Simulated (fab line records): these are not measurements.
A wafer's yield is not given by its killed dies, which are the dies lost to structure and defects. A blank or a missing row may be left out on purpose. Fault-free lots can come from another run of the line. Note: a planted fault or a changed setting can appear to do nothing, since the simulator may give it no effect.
Which tool did it?	flow n5Finfet	Sampling: 24 lots, 72 wafers, 6 of 1938 route steps

WHAT THE GAUGES SHOWED, per wafer
The record lacks any reading of a measuring or inspecting step that a usual standard deviation could be used to judge.

TOOL THAT RAN EACH LOT (tool first, then ch and the chambers of the sampled wafers, then the start)
lot	N5_MOL_CONTACT_COAG_ALD_133	N5_MOL_CONTACT_COAG_ETCH_48	N5_BEOL_M0_SAQP_ILD_DEP_01	N5_BEOL_M0_SAQP_STRIP_86	N5_BEOL_M0_SAQP_RECESS_114	N5_BEOL_M0_SAQP_SPACER1_ALD_98
L074	aldSin-02 ch 0,2,3, day 5 03:40	rieDiel-04 ch 0,1,2, day 5 04:05	pecvd-04 ch 0,1,2, day 5 08:31	rieDiel-03 ch 1,2,3, day 5 10:28	vaporEtch-01 ch 0,1, day 5 10:36	aldSin-03 ch 0,1,2, day 5 11:19
L075	aldSin-03 ch 0,1,3, day 5 13:32	rieDiel-06 ch 1,2,3, day 5 14:04	pecvd-04 ch 1,2, day 5 18:34	rieDiel-02 ch 0,1,2, day 5 21:24	vaporEtch-02 ch 0,1, day 5 21:32	aldSin-03 ch 0,2,3, day 5 21:55
L076	aldSin-03 ch 0,3, day 5 17:03	rieDiel-05 ch 0,2, day 5 17:27	pecvd-02 ch 0,1,2, day 5 21:54	rieDiel-02 ch 0,1,3, day 5 23:54	vaporEtch-02 ch 1, day 6 00:02	aldSin-01 ch 0,2, day 6 00:25
L077	aldSin-01 ch 1,2,3, day 5 23:22	rieDiel-05 ch 0,1,2, day 5 23:46	pecvd-02 ch 0,1,2, day 6 04:13	rieDiel-02 ch 0,2,3, day 6 06:22	vaporEtch-01 ch 0,1, day 6 06:30	aldSin-04 ch 0,3, day 6 06:53
L078	aldSin-02 ch 0,1,3, day 6 03:59	rieDiel-04 ch 0,1,3, day 6 04:25	pecvd-02 ch 0,1,2, day 6 09:12	rieDiel-01 ch 0,3, day 6 10:45	vaporEtch-02 ch 0,1, day 6 10:53	aldSin-04 ch 2,3, day 6 11:32
L079	aldSin-03 ch 1,2,3, day 6 14:47	rieDiel-06 ch 2,3, day 6 15:12	pecvd-02 ch 0,1, day 6 19:39	rieDiel-01 ch 0,2,3, day 6 21:29	vaporEtch-02 ch 0,1, day 6 21:37	aldSin-01 ch 0,1,2, day 6 22:07
L080	aldSin-03 ch 0,1,2, day 6 19:31	rieDiel-05 ch 1,2,3, day 6 19:56	pecvd-03 ch 0,2, day 7 00:25	rieDiel-01 ch 0,2, day 7 03:34	vaporEtch-02 ch 0,1, day 7 03:51	aldSin-01 ch 2,3, day 7 04:12
L081	aldSin-01 ch 0,1,2, day 6 21:47	rieDiel-05 ch 0,1, day 6 22:11	pecvd-02 ch 0,2, day 7 03:25	rieDiel-03 ch 0,1, day 7 05:14	vaporEtch-02 ch 0,1, day 7 06:02	aldSin-04 ch 0,1,2, day 7 06:32
L082	aldSin-03 ch 0,1, day 7 02:28	rieDiel-06 ch 1,2,3, day 7 02:53	pecvd-04 ch 0,2, day 7 07:19	rieDiel-03 ch 0,1,2, day 7 09:14	vaporEtch-01 ch 0,1, day 7 09:29	aldSin-04 ch 2,3, day 7 09:45
L083	aldSin-01 ch 0,3, day 7 13:31	rieDiel-06 ch 0,1, day 7 13:56	pecvd-03 ch 1,2, day 7 18:23	rieDiel-03 ch 0,1, day 7 20:24	vaporEtch-01 ch 0,1, day 7 20:32	aldSin-04 ch 1,2,3, day 7 20:55
L084	aldSin-01 ch 0,1, day 7 18:56	rieDiel-04 ch 2,3, day 7 19:20	pecvd-02 ch 0,2, day 7 23:47	rieDiel-01 ch 1,2, day 8 01:35	vaporEtch-02 ch 0,1, day 8 01:47	aldSin-04 ch 0,1,2, day 8 02:10
L085	aldSin-02 ch 0,2,3, day 8 03:25	rieDiel-04 ch 1,3, day 8 03:56	pecvd-02 ch 0,1,2, day 8 08:26	rieDiel-03 ch 0,1,3, day 8 09:47	vaporEtch-02 ch 0,1, day 8 09:56	aldSin-01 ch 0,1,3, day 8 10:43
L086	aldSin-03 ch 0,2,3, day 8 11:38	rieDiel-05 ch 1,2,3, day 8 12:03	pecvd-03 ch 0,1,2, day 8 16:32	rieDiel-02 ch 0,1,2, day 8 18:56	vaporEtch-02 ch 0,1, day 8 19:04	aldSin-03 ch 0,1,2, day 8 19:35
L087	aldSin-01 ch 1,2,3, day 8 13:55	rieDiel-05 ch 0,1,2, day 8 14:20	pecvd-02 ch 0,2, day 8 19:34	rieDiel-03 ch 0,1,3, day 8 21:34	vaporEtch-02 ch 0,1, day 8 21:49	aldSin-01 ch 2,3, day 8 22:52
L088	aldSin-02 ch 1,2,3, day 8 18:37	rieDiel-04 ch 1,2,3, day 8 19:01	pecvd-03 ch 0,1, day 8 23:28	rieDiel-03 ch 0,1, day 9 01:15	vaporEtch-01 ch 0,1, day 9 01:30	aldSin-01 ch 0,3, day 9 01:46
L089	aldSin-03 ch 1,2,3, day 8 23:22	rieDiel-05 ch 0,2,3, day 8 23:49	pecvd-02 ch 1,2, day 9 04:32	rieDiel-02 ch 0,1,2, day 9 05:52	vaporEtch-01 ch 0,1, day 9 06:07	aldSin-03 ch 1,2,3, day 9 06:30
L090	aldSin-02 ch 0,1,2, day 9 05:28	rieDiel-06 ch 0,1, day 9 05:52	pecvd-03 ch 0,1, day 9 10:19	rieDiel-02 ch 0,1, day 9 12:34	vaporEtch-02 ch 0,1, day 9 12:41	aldSin-03 ch 1,2, day 9 13:04
L091	aldSin-03 ch 0,2,3, day 9 13:31	rieDiel-05 ch 1,2, day 9 13:56	pecvd-02 ch 0,1,2, day 9 18:23	rieDiel-03 ch 1,3, day 9 20:15	vaporEtch-02 ch 0, day 9 20:23	aldSin-03 ch 0,2,3, day 9 20:46
L092	aldSin-02 ch 0,1, day 9 16:52	rieDiel-04 ch 1,2,3, day 9 17:22	pecvd-02 ch 0,1,2, day 9 21:50	rieDiel-03 ch 1,2,3, day 10 01:35	vaporEtch-02 ch 0,1, day 10 01:49	aldSin-01 ch 1,2,3, day 10 02:46
L093	aldSin-02 ch 0,2, day 9 20:05	rieDiel-04 ch 0,2,3, day 9 20:29	pecvd-02 ch 1,2, day 10 00:57	rieDiel-03 ch 1,2,3, day 10 03:19	vaporEtch-01 ch 0,1, day 10 03:34	aldSin-04 ch 0,2, day 10 03:50
L094	aldSin-02 ch 1,2,3, day 10 06:25	rieDiel-05 ch 0,1,2, day 10 06:49	pecvd-03 ch 0,2, day 10 11:16	rieDiel-02 ch 0,2, day 10 13:38	vaporEtch-02 ch 0,1, day 10 13:46	aldSin-04 ch 0,2,3, day 10 14:08
L095	aldSin-03 ch 1,2,3, day 10 11:49	rieDiel-04 ch 1,2,3, day 10 12:36	pecvd-04 ch 0,1,2, day 10 17:03	rieDiel-01 ch 0,1,2, day 10 19:08	vaporEtch-01 ch 0,1, day 10 19:16	aldSin-01 ch 0,2,3, day 10 19:39
L096	aldSin-01 ch 0,2,3, day 10 18:24	rieDiel-05 ch 1,3, day 10 18:48	pecvd-04 ch 0,2, day 10 23:24	rieDiel-03 ch 1,2,3, day 11 01:54	vaporEtch-01 ch 1, day 11 02:02	aldSin-04 ch 0,3, day 11 02:25
L097	aldSin-01 ch 0,2,3, day 10 20:43	rieDiel-05 ch 1,3, day 10 21:20	pecvd-02 ch 0,2, day 11 02:23	rieDiel-03 ch 1,3, day 11 05:11	vaporEtch-01 ch 0,1, day 11 05:26	aldSin-03 ch 0,1,2, day 11 05:56
- N5_MOL_CONTACT_COAG_ALD_133: deposits SiO2, target thk 5 nm, pulse time 1 s, co reactant pulse time 1 s.
- N5_MOL_CONTACT_COAG_ETCH_48: etches SiOC in C4F6/O2, target depth 15 nm, overetch 4.5 nm, time 17 s.
- N5_BEOL_M0_SAQP_ILD_DEP_01: deposits SiOC from DEMS/O2, target thk 45.419 nm, time 8.7 s.
- N5_BEOL_M0_SAQP_STRIP_86: strips in N2/H2.
- N5_BEOL_M0_SAQP_RECESS_114: chemistry HF/NH3, target SiO2, target depth 14.4 nm, afs cycles 3, sublimation time 60 s.
- N5_BEOL_M0_SAQP_SPACER1_ALD_98: deposits SiO2, target thk 12.8 nm, pulse time 1 s, purge time 2 s.

AS READ BY THE TOOLS THEMSELVES (means over the sampled wafers that have a number; for cases with no such wafer, the mark the record gives instead)
N5_MOL_CONTACT_COAG_ALD_133. Usual: heaterPowerW 76 W, standard deviation 7.2; precursorPulseHeightRel 1.001, standard deviation 0.017.
lot	tool	heaterPowerW (W)	precursorPulseHeightRel	flag
L074	aldSin-02	74	0.987	
L075	aldSin-03	78	0.998	
L076	aldSin-03	73	1.007	
L077	aldSin-01	72	1.002	
L078	aldSin-02	77	0.993	
L079	aldSin-03	82	1.000	
L080	aldSin-03	85	1.017	
L081	aldSin-01	71	1.026	
L082	aldSin-03	80	1.013	
L083	aldSin-01	70	1.001	
L084	aldSin-01	77	1.002	
L085	aldSin-02	75	0.986	
L086	aldSin-03	79	1.001	
L087	aldSin-01	73	0.983	
L088	aldSin-02	79	0.992	
L089	aldSin-03	82	1.009	
L090	aldSin-02	78	0.998	
L091	aldSin-03	78	0.989	
L092	aldSin-02	81	1.002	
L093	aldSin-02	73	0.983	
L094	aldSin-02	79	1.008	
L095	aldSin-03	82	1.003	
L096	aldSin-01	70	1.001	
L097	aldSin-01	70	0.993	

N5_MOL_CONTACT_COAG_ETCH_48. Usual: C4F6_flow_sccm 10.003 sccm, standard deviation 0.027; drypumpMotorCurrentA 5.7 A, standard deviation 0.54; oesProductAu 0.63 a.u., standard deviation 0.062; rfVppV 1590 V, standard deviation 35; showerheadPlenumPTorr 2.81 Torr, standard deviation 0.094; throttleValvePct 40.6 %, standard deviation 0.46.
lot	tool	C4F6_flow_sccm (sccm)	drypumpMotorCurrentA (A)	oesProductAu (a.u.)	rfVppV (V)	showerheadPlenumPTorr (Torr)	throttleValvePct (%)	flag
L074	rieDiel-04	9.999	5.6	0.70	1575	2.95	40.9	
L075	rieDiel-06	10.012	5.4	0.70	1585	2.76	40.5	
L076	rieDiel-05	10.021	6.2	0.62	1631	2.83	40.1	
L077	rieDiel-05	9.983	6.1	0.62	1595	2.78	40.2	
L078	rieDiel-04	9.985	5.6	0.66	1567	2.87	40.9	
L079	rieDiel-06	9.994	5.3	0.80	1597	2.82	40.3	
L080	rieDiel-05	10.006	6.0	0.64	1598	2.78	40.2	
L081	rieDiel-05	9.993	5.9	0.61	1583	2.77	40.5	
L082	rieDiel-06	10.030	5.4	0.68	1585	2.76	40.5	
L083	rieDiel-06	9.995	6.2	0.55	1576	2.74	41.0	
L084	rieDiel-04	10.024	4.9	0.60	1606	2.81	41.0	
L085	rieDiel-04	10.009	5.2	0.62	1574	2.79	41.1	
L086	rieDiel-05	10.010	6.0	0.64	1597	2.78	40.2	
L087	rieDiel-05	10.006	6.1	0.62	1594	2.77	40.2	
L088	rieDiel-04	10.011	5.2	0.64	1583	2.86	41.0	
L089	rieDiel-05	10.012	5.9	0.64	1621	2.82	40.5	
L090	rieDiel-06	9.973	6.1	0.54	1574	2.74	41.0	
L091	rieDiel-05	9.976	6.4	0.65	1607	2.77	39.9	
L092	rieDiel-04	10.011	5.2	0.65	1583	2.85	41.0	
L093	rieDiel-04	9.988	5.3	0.57	1597	2.87	40.8	
L094	rieDiel-05	10.025	6.1	0.61	1594	2.76	40.2	
L095	rieDiel-04	10.006	5.2	0.62	1583	2.85	41.0	
L096	rieDiel-05	9.984	5.6	0.58	1587	2.78	40.6	
L097	rieDiel-05	9.989	5.9	0.61	1562	2.72	40.3	

N5_BEOL_M0_SAQP_ILD_DEP_01. Usual: heaterPowerW 489 W, standard deviation 61; showerheadPlenumPTorr 5.699 Torr, standard deviation 0.016; throttleValvePct 11.9 %, standard deviation 0.53.
lot	tool	heaterPowerW (W)	showerheadPlenumPTorr (Torr)	throttleValvePct (%)	flag
L074	pecvd-04	439	5.714	12.5	
L075	pecvd-04	546	5.715	12.6	
L076	pecvd-02	475	5.701	11.7	
L077	pecvd-02	526	5.698	11.5	
L078	pecvd-02	474	5.694	11.7	
L079	pecvd-02	512	5.682	11.8	
L080	pecvd-03	517	5.694	11.8	
L081	pecvd-02	525	5.695	11.6	
L082	pecvd-04	352	5.699	12.5	
L083	pecvd-03	505	5.714	11.4	
L084	pecvd-02	472	5.714	11.7	
L085	pecvd-02	516	5.703	11.5	
L086	pecvd-03	500	5.709	11.7	
L087	pecvd-02	540	5.698	11.8	
L088	pecvd-03	493	5.703	11.7	
L089	pecvd-02	494	5.711	11.6	
L090	pecvd-03	498	5.701	12.0	
L091	pecvd-02	517	5.684	11.5	
L092	pecvd-02	526	5.692	11.8	
L093	pecvd-02	469	5.695	11.6	
L094	pecvd-03	487	5.697	12.0	
L095	pecvd-04	433	5.705	12.4	
L096	pecvd-04	383	5.694	12.3	
L097	pecvd-02	476	5.680	11.9	

N5_BEOL_M0_SAQP_STRIP_86. Usual: drypumpMotorCurrentA 5.6 A, standard deviation 0.5; oesProductAu 0.77 a.u., standard deviation 0.063; rfVppV 122.0 V, standard deviation 1.4; showerheadPlenumPTorr 3.40 Torr, standard deviation 0.14; throttleValvePct 18.99 %, standard deviation 0.28.
lot	tool	drypumpMotorCurrentA (A)	oesProductAu (a.u.)	rfVppV (V)	showerheadPlenumPTorr (Torr)	throttleValvePct (%)	flag
L074	rieDiel-03	5.8	0.77	120.6	3.47	18.95	
L075	rieDiel-02	5.4	0.76	121.3	3.23	18.97	
L076	rieDiel-02	5.3	0.78	123.0	3.37	18.81	
L077	rieDiel-02	5.7	0.81	122.3	3.34	19.02	
L078	rieDiel-01	5.5	0.76	122.8	3.41	19.12	
L079	rieDiel-01	5.4	0.82	122.4	3.48	19.03	
L080	rieDiel-01	5.2	0.87	122.7	3.55	18.91	
L081	rieDiel-03	5.3	0.75	121.8	3.34	19.15	
L082	rieDiel-03	5.6	0.75	122.5	3.40	18.99	
L083	rieDiel-03	5.2	0.74	121.7	3.34	19.17	
L084	rieDiel-01	5.5	0.89	123.2	3.57	19.17	
L085	rieDiel-03	5.5	0.75	120.3	3.40	19.03	
L086	rieDiel-02	5.4	0.74	121.5	3.22	19.00	
L087	rieDiel-03	5.5	0.75	122.0	3.40	19.02	
L088	rieDiel-03	5.3	0.74	122.5	3.33	19.07	
L089	rieDiel-02	5.4	0.75	119.7	3.22	18.99	
L090	rieDiel-02	5.0	0.70	121.9	3.24	18.80	
L091	rieDiel-03	5.4	0.74	121.6	3.40	19.16	
L092	rieDiel-03	5.9	0.74	122.6	3.45	19.02	
L093	rieDiel-03	5.9	0.75	122.4	3.45	19.01	
L094	rieDiel-02	5.8	0.76	122.2	3.18	19.24	
L095	rieDiel-01	5.6	0.80	123.1	3.54	19.16	
L096	rieDiel-03	5.9	0.74	123.4	3.45	19.01	
L097	rieDiel-03	5.4	0.73	122.3	3.40	19.20	

N5_BEOL_M0_SAQP_RECESS_114. Usual: 5.6 A for drypumpMotorCurrentA, sd 0.66.
lot	tool	drypumpMotorCurrentA (A)	flag
L074	vaporEtch-01	5.4	
L075	vaporEtch-02	5.4	
L076	vaporEtch-02	6.0	
L077	vaporEtch-01	5.4	
L078	vaporEtch-02	5.7	
L079	vaporEtch-02	5.7	
L080	vaporEtch-02	5.4	
L081	vaporEtch-02	5.4	
L082	vaporEtch-01	5.9	
L083	vaporEtch-01	5.4	
L084	vaporEtch-02	5.4	
L085	vaporEtch-02	5.4	
L086	vaporEtch-02	5.4	
L087	vaporEtch-02	5.7	
L088	vaporEtch-01	5.4	
L089	vaporEtch-01	6.0	
L090	vaporEtch-02	5.7	
L091	vaporEtch-02	5.1	
L092	vaporEtch-02	5.5	
L093	vaporEtch-01	5.9	
L094	vaporEtch-02	5.4	
L095	vaporEtch-01	5.4	
L096	vaporEtch-01	6.6	
L097	vaporEtch-01	5.4	

N5_BEOL_M0_SAQP_SPACER1_ALD_98. Usual: heaterPowerW 469 W, standard deviation 46; precursorPulseHeightRel 1.001, standard deviation 0.021.
lot	tool	heaterPowerW (W)	precursorPulseHeightRel	flag
L074	aldSin-03	512	1.008	
L075	aldSin-03	471	1.021	
L076	aldSin-01	415	1.009	
L077	aldSin-04	505	1.006	
L078	aldSin-04	479	1.006	
L079	aldSin-01	431	1.019	
L080	aldSin-01	415	1.012	
L081	aldSin-04	507	1.005	
L082	aldSin-04	481	0.986	
L083	aldSin-04	488	1.012	
L084	aldSin-04	513	1.002	
L085	aldSin-01	440	0.994	
L086	aldSin-03	508	0.999	
L087	aldSin-01	415	1.003	
L088	aldSin-01	423	0.994	
L089	aldSin-03	495	1.014	
L090	aldSin-03	538	1.011	
L091	aldSin-03	478	1.005	
L092	aldSin-01	428	0.992	
L093	aldSin-04	503	0.995	
L094	aldSin-04	495	0.991	
L095	aldSin-01	412	0.992	
L096	aldSin-04	478	1.005	
L097	aldSin-03	510	0.985	

THE ANSWER, worked out from the rows above alone
Rule: a lot is off if the mean of its wafers that have a number lies more than 3 standard deviations from the usual mean. A lot without any number at a reading at which 4 lots or more have one is off too. Any other lot the step has rows for is counted as sound. Order of review: gauges by route order, followed by the tools' own readings, for which a lot's mean as printed above is used. The first step at which some lot is off is used, and at that step the reading that is off furthest; a lot without a number counts as furthest.
No lot is off at any reading shown: from this, nothing can be told.

WHAT WAS PUT IN BY THE SIMULATOR
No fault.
